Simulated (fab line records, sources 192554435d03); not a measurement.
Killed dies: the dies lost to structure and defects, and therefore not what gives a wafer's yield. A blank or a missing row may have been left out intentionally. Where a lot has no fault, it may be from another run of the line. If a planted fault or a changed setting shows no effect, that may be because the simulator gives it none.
fab line records    flow n5-finfet    part 2 of 2: steps 5 to 6 of 6
record: lots: 20  wafers: 60  last-day: 19
route steps=1938 shown BEOL_M2@878
lots that met no fault: taken from a fault-free run of the same line
start-h: start of the lot's first displayed wafer, in hours after the record's first day    wait-h: hours elapsed since this lot's preceding step    " identical to the entry in the row above    L1.1+2: a row that stands for several wafers    - either no value or no given start    * or withheld: withheld    < > ~ a bound
route shown NAME@n: a module of which the file shows steps, and the number in the route of the first    usual: mean/standard deviation of fault-free wafers    same: alike in all rows    chamber/n: place in a boat    sites: per-site readings    _std_site: how widely they spread, as a standard deviation    _edge_site: inner sites' mean taken away from outer sites' mean    radius-mm: for every site, how far away it sits from the centre of the wafer    mask NAME#n: copy n    behind: the tool/chamber that last shaped the wafer    hold: the reason the lot was held/the length of the hold in hours/how it ended    device: transistor that didn't switch, given as n, p or np    end of line: the route-end tests of the same wafers    for a step that has no rows: nothing shown but its recipe    killed: not the wafer's yield, but the dies lost to structure and defects at the first sort    map: a wafer's dies, x killed, . not, _ none there
set.NAME: setting as actually run; set.NAME@STEP: the setting as run at that earlier step    model.NAME: the simulator's own value behind a step, which no gauge read
route steps across a sampled set of lots; one table per step, one row per wafer
services: when a tool's chamber went out of use (start-h, in hours from the record's first day, below 0 if earlier), for how many hours, and the reason
== steps ==
step: N5_BEOL_M2_ETCH_41
recipe: chemistry: CH3F/O2  target: SiCN  target-depth-a: 299  taper-deg: 2  time-s: 52.5  ion-energy-ev: 120  mask-material: TiN  pressure-mtorr: 30  source-w: 395  bias-w: 75  Ar_flow_sccm: 150  CH3F_flow_sccm: 30  O2_flow_sccm: 20
usual: O2_flow_sccm: 20.00/0.063  drypump-motor-current-A: 5.7/0.46  oes-product-au: 0.78/0.08  rf-fwd-power-W: 391.0/1.8  rf-vpp-V: 296.9/1.7  showerhead-plenum-p-Torr: 1.98/0.072  throttle-valve-pct: 16.37/0.22
lot.wafer  tool         chamber  start-h  wait-h  O2_flow_sccm  drypump-motor-current-A  oes-product-au  rf-fwd-power-W  rf-hours-counter-h  rf-vpp-V  showerhead-plenum-p-Torr  throttle-valve-pct
L075.2     rie-diel-04  2        -        -       19.93         6.0                      0.70            391.7           222                 298.4     2.05                      16.53
L075.3     "            1        "        "       20.07         5.7                      0.82            392.5           107                 297.3     1.94                      16.25
L075.5     "            0        "        "       20.02         5.8                      0.78            390.5           -                   296.2     1.93                      16.12
L074.1     rie-diel-05  1        -        -       19.89         5.0                      0.86            389.7           46                  299.0     2.04                      16.30
L074.2     "            3        "        "       20.03         5.6                      0.73            393.4           173                 296.2     1.92                      16.69
L074.6     "            1        "        "       19.90         5.0                      0.87            391.5           -                   298.3     2.04                      16.29
L077.2     rie-diel-01  0        -        -       20.11         5.5                      0.80            392.6           85                  297.7     1.94                      16.42
L077.3     "            1        "        "       20.00         5.9                      0.74            394.2           179                 294.9     1.91                      16.28
L077.4     "            3        "        "       19.93         5.1                      0.70            391.8           227                 297.0     2.06                      16.33
L076.1     rie-diel-04  1        -        -       19.90         5.7                      0.81            389.9           115                 295.8     1.94                      16.25
L076.4     "            3        "        "       19.89         6.6                      0.87            388.8           62                  299.3     2.12                      16.16
L076.5     "            1        "        "       20.01         5.7                      0.81            392.4           -                   296.3     1.94                      16.25
L078.2     rie-diel-01  2        -        -       20.02         6.0                      0.73            390.0           220                 297.5     1.98                      16.65
L078.5     "            1        "        "       20.08         5.9                      0.74            389.7           -                   296.6     1.91                      16.30
L078.6     "            0        "        "       19.99         5.5                      0.81            391.0           -                   297.2     1.94                      16.43
L079.1     rie-diel-04  0        -        -       19.92         5.8                      0.77            387.8           119                 296.7     1.93                      16.13
L079.3     "            1        "        "       19.99         5.7                      0.80            390.1           119                 295.7     1.94                      16.25
L079.5     "            2        "        "       19.95         6.0                      0.69            395.0           -                   297.7     2.05                      16.56
L082.2     rie-diel-05  1        -        -       20.11         5.0                      0.84            389.2           63                  298.4     2.03                      16.33
L082.3     "            0        "        "       20.09         4.9                      0.70            394.0           223                 298.6     2.06                      16.72
L082.5     "            1        "        "       20.08         5.0                      0.84            390.6           -                   298.5     2.03                      16.31
L081.2     rie-diel-04  2        -        -       19.96         6.0                      0.68            392.3           240                 299.1     2.04                      16.58
L081.3     "            1        "        "       20.05         5.6                      0.79            392.4           126                 296.3     1.94                      16.26
L081.4     "            0        "        "       19.99         5.8                      0.77            388.0           126                 296.8     1.92                      16.16
L083.2     rie-diel-01  1        -        -       20.05         5.8                      0.72            391.0           193                 295.1     1.91                      16.31
L083.3     "            2        "        "       20.01         6.0                      0.71            388.8           230                 296.8     1.97                      16.65
L083.5     "            3        "        "       20.06         5.1                      0.70            391.9           -                   299.6     2.05                      16.35
L085.1     rie-diel-04  0        -        -       20.06         5.8                      0.75            390.3           133                 293.8     1.92                      16.17
L085.2     "            3        "        "       20.09         6.7                      0.84            389.1           76                  299.5     2.12                      16.18
L085.5     "            1        "        "       19.95         5.7                      0.79            392.9           -                   295.5     1.94                      16.28
L084.3     rie-diel-01  3        -        -       19.97         5.1                      0.69            391.8           249                 298.7     2.05                      16.37
L084.4     "            2        "        "       20.09         6.0                      0.70            390.1           238                 295.9     1.97                      16.67
L084.5     "            0        "        "       19.98         5.5                      0.77            390.7           -                   295.3     1.93                      16.48
L087.1     rie-diel-05  0        -        -       19.99         5.0                      0.70            390.7           234                 298.5     2.05                      16.75
L087.4     "            1        "        "       20.01         5.0                      0.83            393.6           74                  298.0     2.03                      16.35
L087.6     "            3        "        "       19.98         5.6                      0.71            391.7           -                   293.9     1.91                      16.75
L086.1     rie-diel-01  3        -        -       19.96         5.1                      0.96            392.0           1                   297.6     2.05                      15.90
L086.3     "            2        "        "       19.96         6.0                      0.70            389.5           249                 297.4     1.97                      16.70
L086.4     "            1        "        "       19.98         5.9                      0.71            391.4           214                 295.1     1.90                      16.36
L092.1     rie-diel-01  1        -        -       19.99         5.9                      0.71            392.7           215                 294.6     1.90                      16.38
L092.3     "            0        "        "       19.97         5.5                      0.76            391.1           121                 295.8     1.93                      16.49
L092.4     "            2        "        "       19.99         6.1                      0.69            391.2           250                 296.1     1.97                      16.71
L089.1     rie-diel-04  2        -        -       20.00         6.0                      0.99            392.0           1                   298.7     2.04                      16.10
L089.3     "            3        "        "       19.84         6.7                      0.84            389.7           89                  299.9     2.12                      16.20
L089.5     "            3        "        "       19.92         6.7                      0.84            388.3           -                   298.5     2.11                      16.20
L090.1     rie-diel-05  1        -        -       19.90         5.0                      0.82            392.5           81                  297.3     2.03                      16.36
L090.2     "            0        "        "       19.90         5.0                      0.69            393.6           240                 298.5     2.05                      16.76
L090.3     "            3        "        "       20.01         5.6                      0.70            392.9           209                 295.8     1.90                      16.74
L091.3     rie-diel-04  2        -        -       20.01         6.0                      0.97            391.2           5                   298.4     2.04                      16.11
L091.4     "            1        "        "       20.08         5.6                      0.76            390.3           149                 295.2     1.93                      16.28
L091.5     "            2        "        "       19.96         5.9                      0.96            389.8           -                   297.5     2.04                      16.11
L093.1     rie-diel-05  0        -        -       19.98         4.9                      0.69            392.9           245                 298.0     2.05                      16.76
L093.4     "            3        "        "       19.96         5.6                      0.70            391.5           213                 295.2     1.90                      16.76
L093.5     "            1        "        "       20.05         5.0                      0.81            391.3           -                   297.9     2.02                      16.36
L097.3     rie-diel-01  3        -        -       20.00         5.1                      0.89            390.8           17                  298.1     2.04                      15.92
L097.5     "            0        "        "       20.04         5.5                      0.75            391.1           -                   295.9     1.92                      16.53
L097.6     "            1        "        "       20.05         5.9                      0.70            392.9           -                   294.9     1.89                      16.39
L095.2     rie-diel-04  1        -        -       20.08         5.7                      0.76            391.3           159                 294.7     1.93                      16.33
L095.3     "            0        "        "       20.03         5.8                      0.74            389.6           157                 293.9     1.91                      16.20
L095.5     "            0        "        "       20.05         5.8                      0.73            389.9           -                   296.8     1.91                      16.23
step: N5_BEOL_M2_ANNEAL_95
recipe: temp-c: 400  time-s: 240  ambient: vacuum
usual: heater-power-w: 809/49
lot.wafer  tool            chamber  start-h  wait-h  heater-power-w
L074.1     pvd-sputter-02  -        147.30   0.0     709
L074.2     "               -        "        "       773
L074.6     "               -        "        "       794
L075.2     pvd-sputter-03  -        147.31   0.0     877
L075.3     "               -        "        "       815
L075.5     "               -        "        "       877
L077.2     pvd-sputter-02  -        162.35   0.0     768
L077.3     "               -        "        "       727
L077.4     "               -        "        "       868
L076.1     pvd-sputter-01  -        168.44   0.0     847
L076.4     "               -        "        "       811
L076.5     "               -        "        "       823
L078.2     pvd-sputter-03  -        174.36   0.0     730
L078.5     "               -        "        "       822
L078.6     "               -        "        "       852
L079.1     pvd-sputter-03  -        176.24   0.0     746
L079.3     "               -        "        "       819
L079.5     "               -        "        "       848
L082.2     pvd-sputter-01  -        195.67   0.0     809
L082.3     "               -        "        "       826
L082.5     "               -        "        "       814
L081.2     pvd-sputter-03  -        196.24   0.0     767
L081.3     "               -        "        "       843
L081.4     "               -        "        "       724
L083.2     pvd-sputter-01  -        199.21   0.0     802
L083.3     "               -        "        "       839
L083.5     "               -        "        "       843
L085.1     pvd-sputter-01  -        217.19   0.0     817
L085.2     "               -        "        "       791
L085.5     "               -        "        "       884
L084.3     pvd-sputter-03  -        222.88   0.0     752
L084.4     "               -        "        "       880
L084.5     "               -        "        "       840
L087.1     pvd-sputter-03  -        233.97   0.0     855
L087.4     "               -        "        "       742
L087.6     "               -        "        "       889
L086.1     pvd-sputter-01  -        245.78   0.0     798
L086.3     "               -        "        "       819
L086.4     "               -        "        "       887
L092.1     pvd-sputter-02  -        248.60   0.0     733
L092.3     "               -        "        "       854
L092.4     "               -        "        "       855
L089.1     pvd-sputter-02  -        251.38   0.0     844
L089.3     "               -        "        "       844
L089.5     "               -        "        "       851
L090.1     pvd-sputter-01  -        254.08   0.0     851
L090.2     "               -        "        "       888
L090.3     "               -        "        "       809
L091.3     pvd-sputter-02  -        261.52   0.0     773
L091.4     "               -        "        "       713
L091.5     "               -        "        "       784
L093.1     pvd-sputter-02  -        266.32   0.0     855
L093.4     "               -        "        "       716
L093.5     "               -        "        "       788
L097.3     pvd-sputter-03  -        281.40   0.0     768
L097.5     "               -        "        "       754
L097.6     "               -        "        "       747
L095.2     pvd-sputter-01  -        289.58   0.0     782
L095.3     "               -        "        "       878
L095.5     "               -        "        "       803
== services ==
tool         chamber  start-h  hours  kind
rie-diel-05  2        191.66   1.2    repair
rie-diel-04  2        223.73   -      clean
rie-diel-04  2        223.73   -      consumable-replace:focus-ring
rie-diel-04  2        223.73   19.5   scheduled-down
rie-diel-04  2        223.73   19.5   vent-cycle
rie-diel-01  3        224.60   -      clean
rie-diel-01  3        224.60   -      consumable-replace:focus-ring
rie-diel-01  3        224.60   14.5   scheduled-down
rie-diel-01  3        224.60   14.5   vent-cycle
rie-diel-01  2        246.10   -      clean
rie-diel-01  2        246.10   -      consumable-replace:focus-ring
rie-diel-01  2        246.10   20.4   scheduled-down
rie-diel-01  2        246.10   20.4   vent-cycle
rie-diel-05  2        246.28   10.0   repair
rie-diel-05  2        270.02   3.1    repair
rie-diel-05  0        277.14   -      clean
rie-diel-05  0        277.14   -      consumable-replace:esc
rie-diel-05  0        277.14   -      consumable-replace:focus-ring
rie-diel-05  0        277.14   20.1   scheduled-down
rie-diel-05  0        277.14   20.1   vent-cycle
